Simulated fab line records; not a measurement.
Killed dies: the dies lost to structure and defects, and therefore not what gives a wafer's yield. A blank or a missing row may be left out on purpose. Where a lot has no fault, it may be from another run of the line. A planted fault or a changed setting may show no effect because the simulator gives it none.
fab line records | flow n5Finfet
record: lots: 5 wafers: 14 lastDay: 17
route steps=1938 shown HKMG_FIN@450 BEOL_M4@1111 PASSIVATION@1936
lots that met no fault: from a run of the same line without faults
startH: start of the lot's first displayed wafer, in hours after the record's first day | waitH: hours since the lot's step before | " repeats the value in the row above | L1.1+2: a row that stands for several wafers | - either no value or no given start | * or withheld: withheld | < > ~ a bound
route shown NAME@n: NAME is a module with steps in the file, n the number in the route of the first one | usual: the fault-free wafers' mean and standard deviation | same: alike in all rows | chamber/n: place in a boat | sites: per-site readings | _std_site: their standard deviation | _edge_site: mean of outer sites minus mean of inner sites | radiusMm: how far each site lies from the wafer's centre | mask NAME#n: copy n | behind: the tool/chamber that last shaped the wafer | hold: what put the lot on hold/how long, in hours/how the hold closed | device: whichever transistor did not switch (one of n, p or np) | end of line: the tests these same wafers got at the end of their route | for a step that has no rows: nothing shown but its recipe | killed: the dies lost at the first sort to structure and to defects; this is not the yield of the wafer | map: a wafer's dies, marking killed ones x, the rest . and places with no die _
set.NAME: the setting that was run; set.NAME@STEP: the one run at that earlier step | model.NAME: the simulator's own value behind a step, which no gauge read
lots at selected steps of the route; one table per step, one row per wafer
services: when a tool's chamber went out of use (startH, in hours from the record's first day, below 0 if earlier), for how many hours, and the reason
== steps ==
step: N5_HKMG_FIN_COAT_66
recipe: resist: SOC tempC: 250 timeS: 60 spinRpm: 1500 resistThkNm: 300
step: N5_HKMG_FIN_ETCH_67
recipe: chemistry: N2/H2 target: SOC targetDepthA: 3889 stopOn: TiN ionEnergyEv: 100 biasW: 61 pressureMtorr: 30 sourceW: 850 n2FlowSccm: 200 h2FlowSccm: 200
usual: drypumpMotorCurrentA: 5.8/0.63 h2FlowSccm: 200.0/0.65 oesProductAu: 0.77/0.08 rfVppV: 240.6/1.3 showerheadPlenumPTorr: 2.53/0.085 throttleValvePct: 17.83/0.18
columns lot.wafer tool chamber startH waitH drypumpMotorCurrentA h2FlowSccm oesProductAu rfHoursCounterH rfVppV showerheadPlenumPTorr throttleValvePct
L275.1 rieDiel-05 2 80.70 - 5.6 199.3 0.80 107 239.7 2.55 17.65
L275.3 " 0 " " 5.3 199.4 0.69 190 242.2 2.65 17.92
L275.4 " 3 " " 6.7 201.3 0.74 169 238.5 2.42 17.95
L278.2 rieDiel-06 1 94.39 - 5.8 198.7 0.67 222 242.4 2.63 17.96
L278.4 " 3 " " 4.8 201.2 0.79 104 241.3 2.47 17.78
L278.5 " 1 " " 5.8 198.4 0.66 - 239.9 2.63 17.95
L289.4 rieDiel-06 3 162.14 - 4.8 200.2 0.76 127 240.7 2.46 17.82
L289.6 " 1 " " 5.8 200.1 0.64 - 239.6 2.62 17.99
L293.1 rieDiel-01 1 185.26 - 5.3 199.2 0.73 177 241.0 2.53 18.02
L293.3 " 2 " " 6.7 200.6 0.75 170 241.2 2.54 17.79
L293.6 " 2 " " 6.7 200.9 0.75 - 241.4 2.54 17.80
L297.1 rieDiel-01 2 209.82 - 6.7 199.1 0.73 180 239.4 2.54 17.79
L297.4 " 0 " " 6.2 199.5 0.94 - 241.7 2.72 17.54
L297.6 " 2 " " 6.7 199.7 0.75 - 240.7 2.54 17.79
step: N5_HKMG_FIN_STRIP_90
recipe: chemistry: N2/H2 material: SOC timeS: 20 powerW: 500 tempC: 40 pressureMtorr: 50 rfFrequencyHz: 6e+07 biasPowerW: 8 h2Frac: 0.5 n2FlowSccm: 300 h2FlowSccm: 300
step: N5_HKMG_FIN_WET_ETCH_73
recipe: chemistry: SC1 mix: 1:2:40 tempC: 50 timeS: 42.3 targetDepthNm: 1.3 dry: ipaMarangoni rinseTimeS: 30 rinseTempC: 23
step: N5_HKMG_FIN_ETCHBACK_68
recipe: chemistry: Cl2/Ar stopOn: HfO2 targetDepthA: 5 pressureMtorr: 10 icpW: 600 biasW: 60 Cl2_flow_sccm: 40 Ar_flow_sccm: 60
usual: drypumpMotorCurrentA: 6.0/0.38 oesProductAu: 0.72/0.097 throttleValvePct: 20.90/0.26
columns lot.wafer tool chamber startH waitH drypumpMotorCurrentA oesProductAu rfHoursCounterH throttleValvePct
L275.1 rieMetal-01 1 80.93 0.0 6.3 0.86 12 20.43
L275.3 " 1 " " 6.3 0.85 - 20.43
L275.4 " 0 " " 6.2 0.67 - 20.98
L278.2 rieMetal-02 0 94.61 0.0 5.9 0.64 112 21.20
L278.4 " 0 " " 5.9 0.63 - 21.19
L278.5 " 1 " " 6.0 0.88 - 20.81
L289.4 rieMetal-03 0 162.39 0.1 5.3 0.55 - 20.83
L289.6 " 0 " " 5.3 0.63 - 20.70
L293.1 rieMetal-02 1 185.47 0.0 5.9 0.85 16 20.83
L293.3 " 1 " " 6.0 0.85 - 20.84
L293.6 " 0 " " 6.0 0.63 - 21.21
L297.1 rieMetal-02 1 210.10 0.0 6.0 0.85 18 20.83
L297.4 " 0 " " 5.9 0.63 - 21.22
L297.6 " 1 " " 6.0 0.84 - 20.85
step: N5_HKMG_FIN_STRIP_69
recipe: chemistry: N2/H2 powerW: 2500 tempC: 300 h2Frac: 0.65 timeS: 360 pressureMtorr: withheld n2FlowSccm: 1750 h2FlowSccm: 3250
step: N5_HKMG_FIN_ALD_21
recipe: material: TiN targetThkA: 15 tempC: 400 aldPrecursorFamily: TiCl4 aldCoReactant: NH3 pulseTimeS: 1 purgeTimeS: 3 coReactantPurgeTimeS: 2 coReactantPulseTimeS: 2 aldCycles: 68 pressureTorr: 3
step: N5_HKMG_FIN_ALD_72
recipe: material: W targetThkA: 20 tempC: 300 pressureTorr: 7.5 aldPrecursorFamily: WF6 aldCoReactant: B2H6 pulseTimeS: 1 purgeTimeS: 2 coReactantPurgeTimeS: 2 coReactantPulseTimeS: 3 aldCycles: 7
usual: heaterPowerOuterW: 294/36 heaterPowerW: 511/68 precursorPulseHeightRel: 1.000/0.022
columns lot.wafer tool chamber startH waitH heaterPowerOuterW heaterPowerW precursorPulseHeightRel
L275.1 cvdW-02 0 81.81 0.2 301 450 0.999
L275.3 " 1 " " 259 469 0.963
L275.4 " 0 " " 298 464 0.975
L278.2 cvdW-01 0 95.49 0.2 356 629 0.967
L278.4 " 1 " " 267 485 1.014
L278.5 " 0 " " 355 636 0.977
L289.4 cvdW-02 0 163.26 0.2 290 463 1.026
L289.6 " 1 " " 255 472 0.984
L293.1 cvdW-01 1 186.36 0.2 276 482 1.013
L293.3 " 0 " " 362 624 0.980
L293.6 " 1 " " 274 477 1.019
L297.1 cvdW-02 0 210.99 0.2 297 467 0.978
L297.4 " 1 " " 256 464 1.034
L297.6 " 0 " " 300 463 1.029
step: N5_HKMG_FIN_W_FILL_22
recipe: material: W targetThkA: 600 tempC: 400 pressureTorr: 39.4 timeS: 18.2
usual: heaterPowerOuterW: 574/69 heaterPowerW: 913/120 throttleValvePct: 19.3/0.43
columns lot.wafer tool chamber startH waitH heaterPowerOuterW heaterPowerW throttleValvePct
L275.1 cvdW-02 0 81.87 0.0 572 807 18.5
L275.3 " 1 " " 505 816 19.6
L275.4 " 0 " " 590 827 18.4
L278.2 cvdW-01 0 95.55 0.0 703 1111 18.9
L278.4 " 1 " " 528 859 19.4
L278.5 " 0 " " 675 1149 19.3
L289.4 cvdW-02 0 163.31 0.0 591 834 18.6
L289.6 " 1 " " 495 856 19.9
L293.1 cvdW-01 1 186.42 0.0 531 886 19.8
L293.3 " 0 " " 681 1134 19.3
L293.6 " 1 " " 528 880 19.9
L297.1 cvdW-02 0 211.05 0.0 581 834 18.8
L297.4 " 1 " " 507 835 20.0
L297.6 " 0 " " 596 858 18.8
step: N5_HKMG_FIN_PRECLEAN_83
recipe: chemistry: DIW timeS: 57.5 tempC: 23
step: N5_HKMG_FIN_SRD_84
recipe: dryTimeS: 32 dry: n2Spin spinRpm: 1500
step: N5_HKMG_FIN_CMP_23
recipe: stopOn: SiNx tOverpolishS: 10 postCmpClean: rinseOnly downForcePsi: 4 platenRpm: 50.289 padVelocityMS: 1.0006 targetThkNm: 46.326
usual: edgeZonePressureFrac: 1.000/0.0049 headPressurePsi: 4.001/0.0079 motorCurrentA: 12.7/1 overpolishRunS: 9.999/0.0089 timeToEndpointS: 10.6/2.7
columns lot.wafer tool chamber startH waitH edgeZonePressureFrac headPressurePsi motorCurrentA overpolishRunS timeToEndpointS
L275.1 cmp-04 0 81.98 0.0 0.996 4.000 13.1 9.989 10.8
L275.4 " 1 " " 1.006 4.005 10.6 9.982 8.5
L275.3 " 3 " " 0.993 4.007 14.0 9.982 10.5
L278.2 cmp-03 3 95.83 0.2 0.997 3.999 13.7 9.991 15.0
L278.4 " 0 " " 1.014 4.004 11.6 10.003 9.3
L278.5 " 1 " " 0.996 4.007 13.4 10.000 9.3
L289.4 cmp-03 1 163.65 0.3 0.991 3.999 13.7 10.005 8.3
L289.6 " 3 " " 0.998 4.001 14.0 10.005 11.4
L293.1 cmp-01 0 186.53 0.0 0.996 4.006 10.1 10.001 14.7
L293.3 " 2 " " 1.005 4.001 12.6 10.007 11.7
L293.6 " 1 " " 1.003 4.002 12.2 9.999 12.9
L297.1 cmp-01 1 211.16 0.0 1.002 3.987 13.0 9.989 11.3
L297.4 " 2 " " 1.006 4.010 12.9 9.988 5.2
L297.6 " 2 " " 1.004 4.006 12.1 9.997 6.9
step: N5_HKMG_FIN_CMP_94
recipe: stopOn: SiNx postCmpClean: wDiluteNh4oh tOverpolishS: 4.7 downForcePsi: 4 platenRpm: 50.289 padVelocityMS: 1.0006 targetThkNm: 43.299
usual: edgeZonePressureFrac: 1.000/0.0051 headPressurePsi: 4.000/0.0085 motorCurrentA: 12.7/1.1
columns lot.wafer tool chamber startH waitH edgeZonePressureFrac headPressurePsi motorCurrentA model.SiNx_of_SDB_ALD_29.thkNm
L275.1 cmp-04 0 82.46 0.4 1.001 4.003 13.5 28.2
L275.4 " 1 " " 1.001 4.018 10.7 28.2
L275.3 " 3 " " 1.001 4.002 14.5 28.4
L278.2 cmp-03 3 96.21 0.3 0.998 4.001 13.2 28.2
L278.4 " 0 " " 0.987 3.991 12.2 28
L278.5 " 1 " " 0.994 4.002 12.6 28
L289.4 cmp-03 1 163.98 0.2 0.988 3.992 12.3 28.2
L289.6 " 3 " " 0.999 4.009 14.6 28.6
L293.1 cmp-01 0 187.01 0.4 0.999 3.990 10.5 28.4
L293.3 " 2 " " 1.003 4.015 13.4 28.4
L293.6 " 1 " " 1.001 4.002 13.0 28.2
L297.1 cmp-01 1 211.64 0.4 0.992 3.994 12.3 28.2
L297.4 " 2 " " 1.002 4.009 12.5 28.2
L297.6 " 2 " " 0.997 3.992 13.0 28.2
step: N5_BEOL_M4_RC_MEAS_101
usual: DIBL_N: 36.5/2 DIBL_P: 36.5/2.3 IOFF_N: 0.16/0.036 IOFF_P: 0.21/0.037 ION_N: 672/12 ION_P: 459/7.1 SS_N: 71.6/0.73 SS_P: 73.4/0.76 VT_N: 250/3.3 VT_P: -250.5/2.9
columns lot.wafer tool chamber startH waitH DIBL_N[mV/V] DIBL_P[mV/V] IOFF_N[nA/um] IOFF_P[nA/um] ION_N[uA/um] ION_P[uA/um] SS_N[mV/dec] SS_P[mV/dec] VT_N[mV] VT_P[mV]
L275.1 prober-02 0 182.83 0.0 35.1 37.7 0.16 0.20 665 452 71.8 73.7 248 -250.1
L275.3 " 0 " " 33.9 36.1 0.14 0.18 664 460 71.1 72.6 253 -250.9
L275.4 " 0 " " 35.2 38.1 0.16 0.21 676 458 71.1 73.9 250 -250.3
L278.2 prober-02 0 189.71 0.2 34.5 35.7 0.14 0.19 671 462 71.2 72.8 248 -252.2
L278.4 " 0 " " 37.3 37.8 0.19 0.23 679 462 71.5 73.9 247 -248.4
L278.5 " 0 " " 36.9 37.8 0.18 0.22 683 468 71.5 74.7 247 -248.9
L289.4 prober-02 0 258.07 0.5 40.2 39.0 0.21 0.25 649 444 73.9 73.9 249 -250.4
L289.6 " 0 " " 38.8 38.0 0.18 0.23 664 457 72.6 73.2 253 -249.6
L293.1 prober-02 0 274.13 0.0 34.9 33.7 0.13 0.20 664 466 71.1 72.7 253 -248.9
L293.3 " 0 " " 37.1 35.2 0.15 0.22 654 449 71.9 72.9 255 -250.1
L293.6 " 0 " " 36.9 36.0 0.16 0.24 681 473 71.1 73.3 250 -245.5
L297.1 prober-01 0 309.25 0.0 37.3 40.0 0.21 0.28 689 471 71.6 74.9 245 -244.4
L297.4 " 0 " " 38.8 39.3 0.26 0.27 668 460 73.0 74.5 246 -246.3
L297.6 " 0 " " 36.9 38.2 0.20 0.26 683 466 71.9 73.5 247 -247.0
step: N5_PASSIVATION_PROBE_49
usual: defectLimitedYield: 91.4/1.4 killed_at_M0_to_M3: 33/11 killed_at_M4_up: 13/5.3 killedAtContacts: 13/6.1 killedAtFrontEnd: 40/11 killedAtOther: 2.9/2.7 killedDies: 102/17 killedOpen: 68/13 killedShort: 32/7.5 sort_bin_5_function: 5.1/0.98 sort_bin_6_memory: 3.2/0.69 sort_bin_8_speed: 0.1/1.1 sortNPass: 1077/21 sortYieldPct: 91.3/1.7
same: grossDies: 1180 killedAtBackSide: 0 sort_bin_4_leakage[%]: 0
columns lot.wafer tool chamber startH waitH defectLimitedYield[%] killed_at_M0_to_M3 killed_at_M4_up killedAtContacts killedAtFrontEnd killedAtOther killedDies killedOpen killedShort sort_bin_5_function[%] sort_bin_6_memory[%] sort_bin_8_speed[%] sortNPass sortYieldPct[%]
L275.1 prober-01 - 296.79 0.0 92.5 32 12 9 33 2 88 49 38 4.4 2.9 0 1092 92.5
L275.3 prober-01 - 296.89 0.1 91.3 33 6 14 49 1 103 64 35 5.2 3.0 0 1077 91.3
L275.4 prober-01 - 296.94 0.2 91.9 29 14 15 37 1 96 65 30 5.5 2.3 0 1084 91.9
L278.2 prober-02 - 321.72 0.1 91.4 32 18 10 38 3 101 71 27 4.9 3.2 0 1079 91.4
L278.4 prober-02 - 321.82 0.2 89.9 34 14 14 52 5 119 82 35 5.3 4.2 0 1061 89.9
L278.5 prober-02 - 321.87 0.2 90.3 36 9 16 51 3 115 84 29 6.5 2.9 0 1065 90.3
L289.4 prober-01 - 378.53 0.2 92.0 29 4 12 45 4 94 55 36 4.5 2.8 0.1 1085 91.9
L289.6 prober-01 - 378.63 0.3 92.8 27 4 15 39 0 85 58 21 3.6 3.0 0 1095 92.8
L293.1 prober-02 - 395.48 0.0 88.9 33 15 23 59 1 131 77 53 7.0 3.7 0 1049 88.9
L293.3 prober-02 - 395.58 0.1 92.5 13 15 9 51 1 89 54 31 4.8 2.5 0 1091 92.5
L293.6 prober-02 - 395.73 0.3 90.8 21 10 21 56 0 108 64 41 4.7 4.0 0 1072 90.8
L297.1 prober-02 - 419.58 0.0 91.0 13 24 9 51 9 106 76 29 5.6 3.1 0 1074 91.0
L297.4 prober-02 - 419.73 0.2 91.1 24 21 11 43 6 105 62 40 4.7 3.6 0 1075 91.1
L297.6 prober-02 - 419.83 0.3 90.9 29 22 9 43 4 107 76 29 5.8 3.1 0 1073 90.9
killed by level:class
L275.1 BEOL_M0_SAQP:geometricParticle:short=14 FIN_SAQP:geometricParticle:short=10 BEOL_M2:geometricParticle:open=10 MOL_CONTACT_COAG:geometricParticle:open=7 FIN_SAQP:geometricParticle:open=6 BEOL_M4:geometricParticle:open=5 DUMMY_GATE:geometricParticle:open=4 GATE_CUT:geometricParticle:short=4
L275.3 FIN_SAQP:geometricParticle:short=16 FIN_SAQP:geometricParticle:open=16 MOL_CONTACT_COAG:geometricParticle:open=13 BEOL_M3:geometricParticle:open=7 BEOL_M2:geometricParticle:open=5 BEOL_M3:geometricParticle:short=4 BEOL_M0_SAQP:geometricParticle:open=4 BEOL_M0:geometricParticle:open=4
L275.4 MOL_CONTACT_COAG:geometricParticle:open=13 FIN_SAQP:geometricParticle:open=10 FIN_SAQP:geometricParticle:short=8 BEOL_M2:geometricParticle:open=8 BEOL_M0_SAQP:geometricParticle:short=7 BEOL_M4:geometricParticle:open=5 GATE_CUT:geometricParticle:open=4 BEOL_M0_SAQP:geometricParticle:open=4
L278.2 STI_FIN_REVEAL:geometricParticle:open=12 MOL_CONTACT_COAG:geometricParticle:open=9 BEOL_M0:geometricParticle:open=8 BEOL_M8:geometricParticle:open=8 STARTING-WAFER:geometricParticle:short=6 FIN_SAQP:geometricParticle:open=5 GATE_CUT:geometricParticle:short=5 BEOL_M0_SAQP:geometricParticle:short=5
L278.4 FIN_SAQP:geometricParticle:open=15 MOL_CONTACT_COAG:geometricParticle:open=13 FIN_SAQP:geometricParticle:short=11 STI_FIN_REVEAL:geometricParticle:open=11 BEOL_M1:geometricParticle:open=8 BEOL_M2:geometricParticle:open=7 GATE_CUT:geometricParticle:short=6 BEOL_M4:geometricParticle:open=6
L278.5 FIN_SAQP:geometricParticle:open=15 MOL_CONTACT_COAG:geometricParticle:open=13 STI_FIN_REVEAL:geometricParticle:open=12 BEOL_M2:geometricParticle:open=12 FIN_SAQP:geometricParticle:short=7 BEOL_M0:geometricParticle:open=5 BEOL_M1:geometricParticle:open=5 GATE_CUT:geometricParticle:open=4
L289.4 FIN_SAQP:geometricParticle:open=17 MOL_CONTACT_COAG:geometricParticle:open=11 BEOL_M0_SAQP:geometricParticle:short=8 GATE_CUT:geometricParticle:short=6 BEOL_M0_SAQP:geometricParticle:open=5 STARTING-WAFER:geometricParticle:short=5 FIN_SAQP:geometricParticle:short=4 BEOL_M1:geometricParticle:open=3
L289.6 MOL_CONTACT_COAG:geometricParticle:open=11 FIN_SAQP:geometricParticle:open=10 BEOL_M3:geometricParticle:open=10 DUMMY_GATE:geometricParticle:open=6 HKMG_FIN:areaEtch=6 BEOL_M0_SAQP:geometricParticle:short=5 BEOL_M0_SAQP:geometricParticle:open=5 MOL_CONTACT_COAG:geometricParticle:short=4
L293.1 FIN_SAQP:geometricParticle:short=15 MOL_CONTACT_COAG:geometricParticle:open=13 BEOL_M0_SAQP:geometricParticle:short=11 GATE_CUT:geometricParticle:short=10 MOL_CONTACT_COAG:geometricParticle:short=9 BEOL_M4:geometricParticle:open=9 BEOL_M0_SAQP:geometricParticle:open=8 BEOL_M3:geometricParticle:open=8
L293.3 STI_FIN_REVEAL:geometricParticle:open=11 BEOL_M4:geometricParticle:open=9 FIN_SAQP:geometricParticle:open=8 GATE_CUT:geometricParticle:short=6 FIN_SAQP:geometricParticle:short=5 STARTING-WAFER:geometricParticle:short=5 MOL_CONTACT_COAG:geometricParticle:open=5 STI_FIN_REVEAL:geometricParticle:short=4
L293.6 STI_FIN_REVEAL:geometricParticle:open=18 FIN_SAQP:geometricParticle:short=15 MOL_CONTACT_COAG:geometricParticle:open=13 FIN_SAQP:geometricParticle:open=8 MOL_CONTACT_COAG:geometricParticle:short=7 BEOL_M1:geometricParticle:open=7 BEOL_M3:geometricParticle:open=5 BEOL_M4:geometricParticle:open=5
L297.1 STI_FIN_REVEAL:geometricParticle:open=15 BEOL_M4:geometricParticle:open=14 FIN_SAQP:geometricParticle:open=13 FIN_SAQP:geometricParticle:short=10 MOL_CONTACT_COAG:geometricParticle:open=7 STARTING-WAFER:geometricParticle:open=5 BEOL_M0:geometricParticle:open=4 BEOL_M3:geometricParticle:open=4
L297.4 FIN_SAQP:geometricParticle:open=10 FIN_SAQP:geometricParticle:short=10 GATE_CUT:geometricParticle:short=8 BEOL_M0_SAQP:geometricParticle:open=7 MOL_CONTACT_COAG:geometricParticle:short=6 BEOL_M0:geometricParticle:open=6 BEOL_M4:geometricParticle:open=6 MOL_CONTACT_COAG:geometricParticle:open=5
L297.6 FIN_SAQP:geometricParticle:open=12 FIN_SAQP:geometricParticle:short=10 BEOL_M4:geometricParticle:open=10 MOL_CONTACT_COAG:geometricParticle:open=8 BEOL_M1:geometricParticle:open=7 BEOL_M0:geometricParticle:open=6 GATE_CUT:geometricParticle:short=5 STI_FIN_REVEAL:geometricParticle:open=5
== services ==
columns tool chamber startH hours kind
cmp-03 - 72.54 0.2 repair
cmp-04 - 73.73 4.0 pm
cmp-01 - 75.80 1.0 repair
rieDiel-06 1 78.17 4.5 repair
rieDiel-05 - 88.48 0.2 repair
cmp-01 - 94.15 9.5 pm
cmp-01 - 103.65 8.3 pm
rieDiel-05 2 106.14 16.1 repair
cmp-03 - 115.99 6.2 pm
rieDiel-05 1 116.27 3.7 repair
rieDiel-06 2 128.59 2.3 repair
rieMetal-02 - 130.88 1.4 pm
rieMetal-02 - 140.17 10.0 pm
cvdW-02 - 141.69 2.8 pm
cmp-03 - 150.91 0.5 repair
rieDiel-05 0 156.68 4.6 repair
rieDiel-06 0 176.57 2.9 repair
cmp-04 - 182.02 4.5 repair
rieDiel-01 3 183.44 7.2 repair
cvdW-02 0 194.73 4.2 repair
rieDiel-06 1 199.25 14.5 repair
cvdW-01 - 204.95 2.8 pm
rieDiel-06 - 209.18 0.3 repair
rieDiel-06 - 210.01 4.8 repair
== key ==
firstSign none at tools or gauges
modelEffect: step: N5_HKMG_FIN_CMP_94 value: SiNx_of_SDB_ALD_29.thkNm without: 28.2 struck: 28.6
metAt N5_HKMG_FIN_CMP_94
struckWafers L289.6
onsetBetween 96.21 163.98
fault: kind: processParameterDrift tool: cmp-03 chamber: - onsetH: 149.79 steps: N5_HKMG_FIN_CMP_94 channel: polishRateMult offset: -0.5 shape: step endH: 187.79 scope: struckWafersOnly
